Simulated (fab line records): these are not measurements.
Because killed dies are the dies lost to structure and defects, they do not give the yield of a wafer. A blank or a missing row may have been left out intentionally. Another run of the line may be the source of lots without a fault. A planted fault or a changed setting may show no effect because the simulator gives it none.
Check of tool commonality | flow nand-harc | 3 lots, 9 wafers sampled

== REASON FOR OPENING ==
On 3 of the 3 lots, a flag is raised at NHARC_END_SORT_01 on the reading killed-at-array. No-fault wafers: 64, standard deviation 20.
Rule: a lot is flagged when every wafer of it that has a number lies more than 4 standard deviations from that mean, or none has a number. The rest of the lots are taken to be sound.

lot  | measured     | on        | killed-at-array, wafer by wafer | flag
L241 | day 28 05:19 | prober-01 | 668 672 675                     | FLAGGED
L239 | day 29 01:53 | prober-02 | 669 675 675                     | FLAGGED
L243 | day 29 17:35 | prober-01 | 669 674 673                     | FLAGGED
Average over the flagged lots: 672; offset from the usual +608, equal to +30 standard deviations.

== TOOL THAT RAN EACH LOT ==
4 process steps preceding the reading are held in the record, out of 1302 steps in the route. Cell contents, in order: the tool; ch with the chambers the sampled wafers went through; the start.
lot  | flag    | NHARC_A_CHANNEL_HOLE_D2_ETCH_39               | NHARC_A_CHANNEL_FILL_D2_CVD_18                                        | NHARC_A_CHANNEL_FILL_D2_ETCHBACK_08           | NHARC_A_CHANNEL_FILL_D2_STRIP_29
L241 | FLAGGED | rie-diel-04 ch 0,3, day 18 08:32 or earlier   | lpcvd-poly-02 ch 0, day 18 08:32                                      | rie-diel-12 ch 2,3, day 28 05:19 or earlier   | rie-diel-12 ch 1,2, day 28 05:19 or earlier
L239 | FLAGGED | rie-diel-03 ch 0,1,3, day 17 13:44 or earlier | lpcvd-poly-04 ch 0, day 17 13:44 and lpcvd-poly-02 ch 0, day 17 17:37 | rie-diel-01 ch 1,2,3, day 29 01:53 or earlier | rie-diel-01 ch 1,2, day 29 01:53 or earlier
L243 | FLAGGED | rie-diel-04 ch 0,1,3, day 18 23:46 or earlier | lpcvd-poly-02 ch 0, day 18 23:46                                      | rie-diel-12 ch 2,3, day 29 17:35 or earlier   | rie-diel-12 ch 0,2,3, day 29 17:35 or earlier
These steps, and what they do:
- NHARC_A_CHANNEL_HOLE_D2_ETCH_39: etches the open film in N2/H2, target depth 260 nm, time 325 s.
- NHARC_A_CHANNEL_FILL_D2_CVD_18: deposits poly-Si, target thk 3 nm.
- NHARC_A_CHANNEL_FILL_D2_ETCHBACK_08: etches the open film in C4F8, target depth 220 nm, time 110 s.
- NHARC_A_CHANNEL_FILL_D2_STRIP_29: strips in O2, time 20 s.
- NHARC_END_SORT_01

== FLAGGED OVER TOTAL, TOOL BY TOOL (the gauges that took the reading come last) ==
step                                | tool          | lots run | flagged | share of the flagged lots | sound lots run after its first flagged lot
NHARC_A_CHANNEL_HOLE_D2_ETCH_39     | rie-diel-03   | 1        | 1       | some                      | 0
NHARC_A_CHANNEL_HOLE_D2_ETCH_39     | rie-diel-04   | 2        | 2       | some                      | 0
NHARC_A_CHANNEL_FILL_D2_CVD_18      | lpcvd-poly-02 | 3        | 3       | all                       | 0
NHARC_A_CHANNEL_FILL_D2_CVD_18      | lpcvd-poly-04 | 1        | 1       | some                      | 0
NHARC_A_CHANNEL_FILL_D2_ETCHBACK_08 | rie-diel-01   | 1        | 1       | some                      | 0
NHARC_A_CHANNEL_FILL_D2_ETCHBACK_08 | rie-diel-12   | 2        | 2       | some                      | 0
NHARC_A_CHANNEL_FILL_D2_STRIP_29    | rie-diel-01   | 1        | 1       | some                      | 0
NHARC_A_CHANNEL_FILL_D2_STRIP_29    | rie-diel-12   | 2        | 2       | some                      | 0
NHARC_END_SORT_01                   | prober-01     | 2        | 2       | some                      | 0
NHARC_END_SORT_01                   | prober-02     | 1        | 1       | some                      | 0
NHARC_A_CHANNEL_HOLE_D2_ETCH_39 gives no start for some lots, so the hours and the order of its lots are those of NHARC_A_CHANNEL_FILL_D2_CVD_18. NHARC_A_CHANNEL_FILL_D2_ETCHBACK_08 gives no start for some lots, so the hours and the order of its lots are those of NHARC_END_SORT_01. NHARC_A_CHANNEL_FILL_D2_STRIP_29 gives no start for some lots, so the hours and the order of its lots are those of NHARC_END_SORT_01.

== THE TABLE: WHAT IT ALLOWS ==
All flagged lots share 1 row of the table, namely lpcvd-poly-02 at NHARC_A_CHANNEL_FILL_D2_CVD_18.
- lpcvd-poly-02 at NHARC_A_CHANNEL_FILL_D2_CVD_18: 3 of its 3 lots flagged. It ran no sound lot before its first flagged lot in this sample, so the start can't be narrowed down.
What remains is a single tool, lpcvd-poly-02 at NHARC_A_CHANNEL_FILL_D2_CVD_18.

== WHAT THE SIMULATOR HAD INSERTED ==
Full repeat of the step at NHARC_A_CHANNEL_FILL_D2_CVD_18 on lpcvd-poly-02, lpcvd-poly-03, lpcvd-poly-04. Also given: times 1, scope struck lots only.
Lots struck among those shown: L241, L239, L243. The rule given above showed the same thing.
